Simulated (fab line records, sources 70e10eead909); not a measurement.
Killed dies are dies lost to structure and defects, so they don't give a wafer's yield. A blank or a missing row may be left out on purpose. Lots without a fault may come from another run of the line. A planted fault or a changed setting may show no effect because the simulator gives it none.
Chamber matching | flow nand_harc | NHARC_A_CHANNEL_FILL_D2_STRIP_28 on rie_diel-10: 4 sister chambers
The step strips in O2, time 20 s. 4 wafers are shown with their chamber, then 7 later ones without.

WAFERS WITH THEIR CHAMBER
wafer  | chamber | rf_vpp_V (V)
L076.5 | 2       | 59.0
L082.6 | 0       | 57.3
L085.1 | 3       | 57.8
L085.3 | 1       | 57.6

WAFERS WITHOUT THEIR CHAMBER
wafer  | rf_vpp_V (V)
L085.6 | 57.5
L084.2 | 58.2
L084.5 | 56.9
L084.6 | 59.2
L093.1 | 55.9
L093.2 | 56.2
L093.5 | 57.2

WHICH CHAMBER EACH WENT THROUGH
wafer  | from the rows above               | in truth
L085.6 | can't be placed: 1 or 0 or 3 or 2 | 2
L084.2 | can't be placed: 3 or 1 or 2 or 0 | 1
L084.5 | can't be placed: 0 or 1 or 3      | 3
L084.6 | can't be placed: 2 or 3 or 1      | 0
L093.1 | can't be placed: 0 or 1 or 3      | 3
L093.2 | can't be placed: 0 or 1 or 3      | 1
L093.5 | can't be placed: 0 or 1 or 3      | 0
Placed correctly: 0 of 7. Can't be placed from these rows: 7 (the true chamber is among the candidates in 6). Placed wrongly: 0.
How it was worked out, from the rows above alone: a wafer's distance from a chamber is the root of the sum, over the readings, of the square of ((its reading less the chamber's mean) divided by the reading's scatter). The wafer belongs to the nearest chamber; if the next one is less than 2 further off, it can't be placed. A chamber's mean is the mean of its shown wafers. The scatter: with one shown wafer a chamber, the root of the mean of the squares of how far each hidden wafer lies from its nearest shown one.
